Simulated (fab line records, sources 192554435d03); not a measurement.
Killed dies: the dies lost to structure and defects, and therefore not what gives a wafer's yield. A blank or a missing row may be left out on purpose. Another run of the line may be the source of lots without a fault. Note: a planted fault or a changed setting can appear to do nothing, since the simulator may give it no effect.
Split-lot study	flow n5-finfet	21 wafers read across 7 lots, on a route 1938 steps long

== SPLIT DETAILS ==
At N5_HKMG_FIN_PEB_47 (peb time 60 s), the setting peb-time-s was moved away from the recipe's 60 s on 6 of the 21 wafers read, by -17.7% to +20.6%. All remaining wafers had this setting at the recipe value.

== THE PATH FROM SPLIT TO READING: the file shows 1 step between them ==
- N5_HKMG_FIN_DEVELOP_48: develop time 30 s

== THE READING ==
cd-nm at N5_HKMG_FIN_CD_MEAS_49, given in nm (cd target 202 nm). Typical for fault-free wafers on this fab line: 202.1 nm, with standard deviation 0.61 nm.

wafer	tool, chamber at the split	peb-time-s as run, s	against the recipe	cd-nm, nm	against lot-mates on the recipe
L076.1	litho-track-02, 0	72.36	+20.6%	208.3	+6.2
L076.2	litho-track-02, 0	60	recipe	202.4	-
L076.5	litho-track-02, 0	60	recipe	201.8	-
L077.4	litho-track-04, 0	60	recipe	201.6	-
L077.5	litho-track-04, 0	60	recipe	202.0	-
L077.6	litho-track-04, 0	60	recipe	201.9	-
L082.1	litho-track-02, 0	54.58	-9.0%	198.5	-3.3
L082.2	litho-track-02, 0	54.58	-9.0%	198.6	-3.2
L082.5	litho-track-02, 0	60	recipe	201.8	-
L084.2	litho-track-02, 0	60	recipe	201.0	-
L084.5	litho-track-02, 0	60	recipe	201.1	-
L084.6	litho-track-02, 0	60	recipe	201.4	-
L089.1	litho-track-02, 0	49.38	-17.7%	196.1	-6.4
L089.4	litho-track-02, 0	60	recipe	202.5	-
L089.6	litho-track-02, 0	49.38	-17.7%	196.1	-6.4
L093.2	litho-track-04, 0	60	recipe	202.3	-
L093.4	litho-track-04, 0	60	recipe	202.9	-
L093.5	litho-track-04, 0	60	recipe	202.3	-
L094.1	litho-track-02, 0	60	recipe	202.1	-
L094.2	litho-track-02, 0	60	recipe	201.1	-
L094.4	litho-track-02, 0	50.26	-16.2%	195.3	-6.3

THE FIT
A straight line over all 21 wafers: cd-nm changes by +0.338 nm for each +1% of peb-time-s; r = +0.98; the points scatter about the line by 0.56 nm.
The same after taking each lot's own level away (the mean of its wafers on the recipe; 21 wafers): +0.345 nm for each +1%; r = +0.99; scatter 0.35 nm.
According to that fit, moving peb-time-s by its largest amount changes the reading by 7.1 nm.
The span of the lots' own levels, 201.17 to 202.50 nm, comes to 2.2 times the standard deviation stated above.
So the lot-to-lot level changes the slope little: the two slopes agree.
Check: for one of the wafers moved furthest among these (+20.6%), held out of the fit, the line's prediction against its lot-mates is +7.59 nm. Against them it came out at +6.2 nm.

== THESE WAFERS: OTHER SPLITS ==
Note: prior to the reading, these wafers also went through further splits. Each is held against what the fit with the lots' levels taken away leaves over:
other split on the same wafers	wafers away from the commonest value	r with cd-nm (lot level and that fit taken away)
N5_SDB_COAT_05 spin-rpm	5	-0.12
N5_HKMG_FIN_COAT_43 spin-rpm	6	+0.22

== THE WHOLE CHAIN: every reading that the file lists as answering this split, in the file's order ==
step	what it does	reading	change (the file's fit)	r (the file's)
N5_HKMG_FIN_CD_MEAS_49	target cd 202 nm	cd-nm	+0.342 nm for each +1% of the setting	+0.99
N5_HKMG_FIN_ETCH_54	etches SiARC in CF4, target depth 45.5 nm, time 75.8 s	HKMG_FIN.cd-offset-nm (the simulator's own value, which no gauge read)	+0.346 nm for each +1% of the setting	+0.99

== THE FILE'S OWN FIT ==
cd-nm changes by +0.342 nm for each +1% of peb-time-s, r = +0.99.
